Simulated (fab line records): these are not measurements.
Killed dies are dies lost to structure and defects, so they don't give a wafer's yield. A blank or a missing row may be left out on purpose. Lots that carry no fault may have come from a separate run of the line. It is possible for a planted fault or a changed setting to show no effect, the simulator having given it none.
The tool behind it: which one? | flow nand harc | 36 wafers from 12 lots sampled at 5 of the route's 1159 steps

== WHAT EACH GAUGE READ, for each wafer ==
NHARC_A_BONDPAD_INSPECT_23. Usual: raw defect count at 475, with a standard deviation of 120.
lot  | measured     | on                | raw defect count | flag
L896 | day 18 12:58 | defect inspect-02 | 742 569 684      |
L897 | day 18 13:45 | defect inspect-01 | 315 324 286      |
L902 | day 19 10:26 | defect inspect-01 | 305 367 398      |
L901 | day 19 11:58 | defect inspect-01 | 589 600 599      |
L899 | day 19 17:26 | defect inspect-01 | 368 416 467      |
L904 | day 19 23:36 | defect inspect-02 | 491 377 352      |
L905 | day 20 14:27 | defect inspect-02 | 417 661 407      |
L909 | day 20 21:17 | defect inspect-01 | 404 351 478      |
L907 | day 21 06:53 | defect inspect-02 | 561 444 725      |
L912 | day 22 12:10 | defect inspect-02 | 313 321 342      |
L916 | day 23 00:47 | defect inspect-01 | 647 685 475      |
L918 | day 23 15:38 | defect inspect-01 | 490 584 510      |

NHARC_END_SORT_01. Usual: defect limited yield 95.4 %, standard deviation 1.8; killed at array 27, standard deviation 11; killed at other 0.7, standard deviation 1.1; killed at periphery 3.4, standard deviation 2.1; killed dies 31, standard deviation 12; killed open 3.6, standard deviation 2; killed short 2.0, standard deviation 1.3; sort_bin_2_pct 1.5 %, standard deviation 0.71; sort_bin_3_pct 0.25 %, standard deviation 0.22; sort_bin_4_pct 2.9 %, standard deviation 1.2; sort n pass 646, standard deviation 12; sort rim yield pct 95.0 %, standard deviation 2.5; sort yield pct 95.4 %, standard deviation 1.8.
lot  | measured     | on        | defect limited yield (%) | killed at array | killed at other | killed at periphery | killed dies | killed open | killed short | sort_bin_2_pct (%) | sort_bin_3_pct (%) | sort_bin_4_pct (%) | sort n pass | sort rim yield pct (%) | sort yield pct (%) | flag
L905 | day 21 18:22 | prober-02 | 96.8 96.9 97.9           | 19 19 11        | 0 0 0           | 3 2 3               | 22 21 14    | 4 8 1       | 2 3 3        | 1.3 0.6 1.0        | 0.15 0.15 0        | 1.8 2.4 1.0        | 655 656 663 | 97.2 93.4 93.4         | 96.8 96.9 97.9     |
L909 | day 22 02:53 | prober-02 | 97.3 94.8 95.9           | 12 34 25        | 3 0 2           | 3 1 1               | 18 35 28    | 2 5 3       | 3 1 1        | 0.6 1.9 1.6        | 0.59 0.15 0.30     | 1.5 3.1 2.2        | 659 642 649 | 96.2 97.2 97.2         | 97.3 94.8 95.9     |
L907 | day 22 14:36 | prober-02 | 92.0 91.4 90.8           | 50 55 56        | 1 1 0           | 3 2 6               | 54 58 62    | 7 4 3       | 1 1 1        | 3.7 2.8 1.9        | 0 0 0.44           | 4.3 5.8 6.8        | 623 619 615 | 95.3 93.4 92.5         | 92.0 91.4 90.8     |
L916 | day 24 05:10 | prober-02 | 95.3 93.4 93.8           | 32 42 41        | 0 0 0           | 0 3 1               | 32 45 42    | 2 5 3       | 1 2 1        | 1.8 3.1 2.5        | 0.44 0.44 0.15     | 2.5 3.1 3.5        | 645 632 635 | 97.2 95.3 95.3         | 95.3 93.4 93.8     |
L918 | day 24 18:59 | prober-01 | 97.8 96.8 96.6           | 14 20 20        | 0 0 0           | 1 2 3               | 15 22 23    | 2 1 4       | 3 3 3        | 0.1 1.3 0.6        | 0.15 0.30 0.15     | 1.9 1.6 2.7        | 662 655 654 | 93.4 96.2 91.5         | 97.8 96.8 96.6     |

== EACH LOT AND THE TOOL THAT RAN IT (in order: tool; ch and the chambers of the sampled wafers; start) ==
lot  | NHARC_THIN_TSV_ETCHBACK_48         | NHARC_THIN_TSV_PVD_19                   | NHARC_THIN_TSV_PVD_51
L896 | rie diel-10 ch 0,3, day 19 06:02   | pvd sputter-01, no start                | pvd sputter-01, no start
L897 | rie diel-13 ch 0,2,3, day 19 08:09 | pvd sputter-03, no start                | pvd sputter-03, no start
L902 | rie diel-10 ch 0,2,3, day 20 01:33 | pvd sputter-01, no start                | pvd sputter-01, no start
L901 | rie diel-06 ch 0,2,3, day 20 02:26 | pvd sputter-01, no start                | pvd sputter-01, no start
L899 | rie diel-10 ch 1,2,3, day 20 08:13 | pvd sputter-02, no start                | pvd sputter-02, no start
L904 | rie diel-06 ch 0,2,3, day 20 14:19 | pvd sputter-03, no start                | pvd sputter-03, no start
L905 | rie diel-10 ch 0,1,3, day 21 05:53 | pvd sputter-01, day 21 18:22 or earlier | pvd sputter-01, day 21 18:22 or earlier
L909 | rie diel-06 ch 0,1, day 21 12:59   | pvd sputter-01, day 22 02:53 or earlier | pvd sputter-01, day 22 02:53 or earlier
L907 | rie diel-10 ch 0,1,2, day 22 00:22 | pvd sputter-01, day 22 14:36 or earlier | pvd sputter-01, day 22 14:36 or earlier
L912 | rie diel-06 ch 1,3, day 23 07:56   | pvd sputter-02, no start                | pvd sputter-02, no start
L916 | rie diel-06 ch 0,2,3, day 23 16:06 | pvd sputter-01, day 24 05:10 or earlier | pvd sputter-01, day 24 05:10 or earlier
L918 | rie diel-13 ch 1,2, day 24 06:34   | pvd sputter-02, day 24 18:59 or earlier | pvd sputter-02, day 24 18:59 or earlier
- NHARC_THIN_TSV_ETCHBACK_48: etches the open film in C4F8/Ar, target depth 1028.5 nm, time 405.17 s.
- NHARC_THIN_TSV_PVD_19: deposits TaN, target thk 20 nm.
- NHARC_THIN_TSV_PVD_51: deposits Cu, target thk 100 nm.

== AS READ BY THE TOOLS THEMSELVES (means over the sampled wafers that have a number; for cases with no such wafer, the mark the record gives instead) ==
NHARC_THIN_TSV_ETCHBACK_48. Usual: oes product au 0.946 a.u., standard deviation 0.029; rf vpp V 547 V, standard deviation 3.4.
lot  | tool        | oes product au (a.u.) | rf vpp V (V) | flag
L896 | rie diel-10 | 0.931                 | 548          |
L897 | rie diel-13 | 0.937                 | 547          |
L902 | rie diel-10 | 0.933                 | 548          |
L901 | rie diel-06 | 0.971                 | 546          |
L899 | rie diel-10 | 0.958                 | 545          |
L904 | rie diel-06 | 0.972                 | 546          |
L905 | rie diel-10 | 0.935                 | 545          |
L909 | rie diel-06 | 1.002                 | 549          |
L907 | rie diel-10 | 0.923                 | 548          |
L912 | rie diel-06 | 1.004                 | 545          |
L916 | rie diel-06 | 0.925                 | 547          |
L918 | rie diel-13 | 1.001                 | 546          |

NHARC_THIN_TSV_PVD_19. Usual: throttle valve pct at 30.2 %, with a standard deviation of 1.4.
lot  | tool           | throttle valve pct (%) | flag
L896 | pvd sputter-01 | 30.5                   |
L897 | pvd sputter-03 | 31.0                   |
L902 | pvd sputter-01 | 30.7                   |
L901 | pvd sputter-01 | 30.3                   |
L899 | pvd sputter-02 | 30.7                   |
L904 | pvd sputter-03 | 31.0                   |
L905 | pvd sputter-01 | 31.2                   |
L909 | pvd sputter-01 | 30.4                   |
L907 | pvd sputter-01 | 30.8                   |
L912 | pvd sputter-02 | 30.1                   |
L916 | pvd sputter-01 | 30.7                   |
L918 | pvd sputter-02 | 31.3                   |

NHARC_THIN_TSV_PVD_51. Usual: throttle valve pct at 30.1 %, with a standard deviation of 1.4.
lot  | tool           | throttle valve pct (%) | flag
L896 | pvd sputter-01 | 30.6                   |
L897 | pvd sputter-03 | 29.5                   |
L902 | pvd sputter-01 | 30.8                   |
L901 | pvd sputter-01 | 30.9                   |
L899 | pvd sputter-02 | 30.4                   |
L904 | pvd sputter-03 | 29.2                   |
L905 | pvd sputter-01 | 30.7                   |
L909 | pvd sputter-01 | 30.5                   |
L907 | pvd sputter-01 | 30.9                   |
L912 | pvd sputter-02 | 30.0                   |
L916 | pvd sputter-01 | 30.7                   |
L918 | pvd sputter-02 | 30.8                   |

== THE ANSWER, worked out from the rows above alone ==
Rule: lot off if the mean of its wafers having a number is beyond 3 standard deviations from the usual mean. A lot without any number at a reading at which 4 lots or more have one is off too. Any other lot the step has rows for is counted as sound. Order of review: gauges by route order, followed by the tools' own readings, for which a lot's mean as printed above is used. The first step at which some lot is off is used, and at that step the reading that is off furthest; a lot without a number counts as furthest.
None of the lots is off at any reading shown; this tells nothing.

== WHAT THE SIMULATOR HAD PUT IN ==
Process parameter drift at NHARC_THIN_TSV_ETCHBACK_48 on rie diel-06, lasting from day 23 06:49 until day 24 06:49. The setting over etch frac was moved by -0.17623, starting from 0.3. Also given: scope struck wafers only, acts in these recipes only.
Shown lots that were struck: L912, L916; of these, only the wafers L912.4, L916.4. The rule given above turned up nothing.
